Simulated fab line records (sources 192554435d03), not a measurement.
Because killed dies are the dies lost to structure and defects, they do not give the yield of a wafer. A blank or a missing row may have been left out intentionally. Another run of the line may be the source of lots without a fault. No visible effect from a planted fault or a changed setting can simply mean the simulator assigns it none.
Which tool did it?	flow n5 finfet	Sampling: 9 lots, 27 wafers, 4 of 1938 route steps

WHAT EACH GAUGE READ, for each wafer
N5_BEOL_M4_RC_MEAS_101.
lot	measured	on	ION_P (uA/um)
L706	day 8 11:33	prober-02	461 448 457
L707	day 8 13:30	prober-01	469 466 462
L708	day 8 22:27	prober-01	454 465 463
L712	day 10 00:16	prober-02	466 468 461
L716	day 11 03:14	prober-01	480 485 480
L717	day 11 05:07	prober-01	460 472 467
L723	day 13 12:47	prober-01	468 455 466
L724	day 13 08:37	prober-02	463 468 472
L725	day 13 10:40	prober-01	463 461 462

WHAT TOOL EACH LOT RAN ON (gives the tool, then ch and the chambers of the sampled wafers, and finally the start)
lot	N5_FIN_CUT_CUT_ETCH_27	N5_STI_FIN_REVEAL_CMP_04	N5_STI_FIN_REVEAL_ETCH_34
L706	rie diel-05 ch 0,1,2, day 2 22:16	cmp-02 ch 0,2,3, day 3 06:03	rie si-04 ch 0,1,3, day 3 08:53
L707	rie diel-02 ch 1,3, day 3 06:16	cmp-03 ch 0,3, day 3 12:14	rie si-04 ch 0,1, day 3 15:13
L708	rie diel-02 ch 0,1,3, day 3 10:16	cmp-02 ch 0,1,3, day 3 15:50	rie si-04 ch 1,2,3, day 3 18:46
L712	rie diel-02 ch 0,1,2, day 4 10:12	cmp-01 ch 0,1,2, day 4 15:56	rie si-04 ch 0,1,2, day 4 19:16
L716	rie diel-04 ch 0,2,3, day 5 11:06	cmp-01 ch 0,2,3, day 5 16:44	rie si-05 ch 0,2,3, day 5 19:41
L717	rie diel-05 ch 0,1,2, day 5 16:33	cmp-03 ch 1,2,3, day 5 22:11	rie si-05 ch 1,2,3, day 6 01:17
L723	rie diel-02 ch 1,2, day 7 03:23	cmp-02 ch 0,1,2, day 7 10:23	rie si-05 ch 1,2,3, day 7 13:46
L724	rie diel-05 ch 1,3, day 7 10:11	cmp-03 ch 0,1,3, day 7 15:56	rie si-02 ch 0,1,2, day 7 19:02
L725	rie diel-05 ch 1,3, day 7 15:14	cmp-02 ch 0,1,2, day 7 20:59	rie si-04 ch 0,1,3, day 7 23:56
- N5_FIN_CUT_CUT_ETCH_27: etches SiO2 in CHF3/O2, target depth 4 nm, overetch 2 nm, time 4.9 s.
- N5_STI_FIN_REVEAL_CMP_04: polishes, stops on Si3N4, t overpolish 4 s, target thk 131.83 nm.
- N5_STI_FIN_REVEAL_ETCH_34: etches Si in H2, material Si, target depth 0.97 nm.

THE ANSWER, worked out from the rows above alone
Rule: the usual values come from the lots themselves. The widest of any qualifying gaps counts: lots, ordered by their means at a reading, are off when they make up no more than a third of the lots, leave a main group of 4 or more, and stand apart from it by 3 or more times the standard deviation of that group's means. A main group is skipped when, at the precision printed for the reading in the tables above, its means are all equal. Also off: a lot with no number at a reading for which 4 or more lots have one. Where the step has rows for the other lots, those lots are counted as sound.
Off: L716, seen at N5_BEOL_M4_RC_MEAS_101 (ION_P). The main group: mean 463 uA/um, standard deviation 3.7.
A tool fits if, at a process step before that reading, it ran every lot that is off, and no sound lot after the first of them. Those tools and the gauges at N5_BEOL_M4_RC_MEAS_101 are tried in the same way. 2 tools fit, rie diel-04 at N5_FIN_CUT_CUT_ETCH_27 and cmp-01 at N5_STI_FIN_REVEAL_CMP_04, so this cannot tell which one it is.

WHAT THE SIMULATOR PUT IN
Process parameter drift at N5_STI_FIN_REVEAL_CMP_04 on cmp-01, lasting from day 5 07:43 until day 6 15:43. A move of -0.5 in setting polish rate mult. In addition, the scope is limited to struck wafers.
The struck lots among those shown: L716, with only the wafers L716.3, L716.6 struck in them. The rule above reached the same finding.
